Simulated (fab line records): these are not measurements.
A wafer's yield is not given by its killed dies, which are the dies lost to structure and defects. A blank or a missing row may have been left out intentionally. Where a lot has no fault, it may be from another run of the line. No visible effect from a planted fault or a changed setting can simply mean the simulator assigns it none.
Chamber matching | flow nand_harc | NHARC_A_CONTACT_DEP_24 on pecvd-03 has 3 sister chambers
The step deposits SiO2, target thk 500 nm. 6 wafers are shown with their chamber, then 7 later ones without.

## EACH WAFER AND ITS CHAMBER
wafer  | chamber | throttle_valve_pct (%) | heater_power_w (W)
L633.2 | 2       | 16.1                   | 444
L636.2 | 2       | 15.4                   | 588
L643.3 | 0       | 16.9                   | 522
L643.6 | 1       | 15.3                   | 591
L645.1 | 0       | 16.9                   | 588
L645.4 | 1       | 15.3                   | 551

## WAFERS WITH NO CHAMBER GIVEN
wafer  | throttle_valve_pct (%) | heater_power_w (W)
L645.5 | 15.6                   | 637
L647.1 | 15.6                   | 542
L647.2 | 16.7                   | 600
L647.3 | 15.3                   | 671
L649.1 | 15.6                   | 578
L649.3 | 15.4                   | 575
L649.5 | 15.7                   | 611

## WHICH CHAMBER EACH ONE RAN IN
wafer  | from the rows above     | in truth
L645.5 | can't be placed: 1 or 2 | 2
L647.1 | can't be placed: 2 or 1 | 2
L647.2 | 0                       | 0
L647.3 | can't be placed: 1 or 2 | 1
L649.1 | can't be placed: 1 or 2 | 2
L649.3 | can't be placed: 1 or 2 | 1
L649.5 | can't be placed: 2 or 1 | 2
Correct placement for 1 of the 7. Cannot be placed on the basis of these rows: 6; the candidates contain the true chamber in 6. Placed wrongly: 0.
How it was worked out, from the rows above alone: a wafer's distance from a chamber is the root of the sum, over the readings, of the square of ((its reading less the chamber's mean) divided by the reading's scatter). The wafer belongs to the nearest chamber; if the next one is less than 2 further off, it can't be placed. Each chamber's mean is taken over the wafers shown for it. The scatter is the square root of a quotient: the sum, over the shown wafers, of each reading's squared deviation from its chamber's mean, divided by wafers minus chambers.
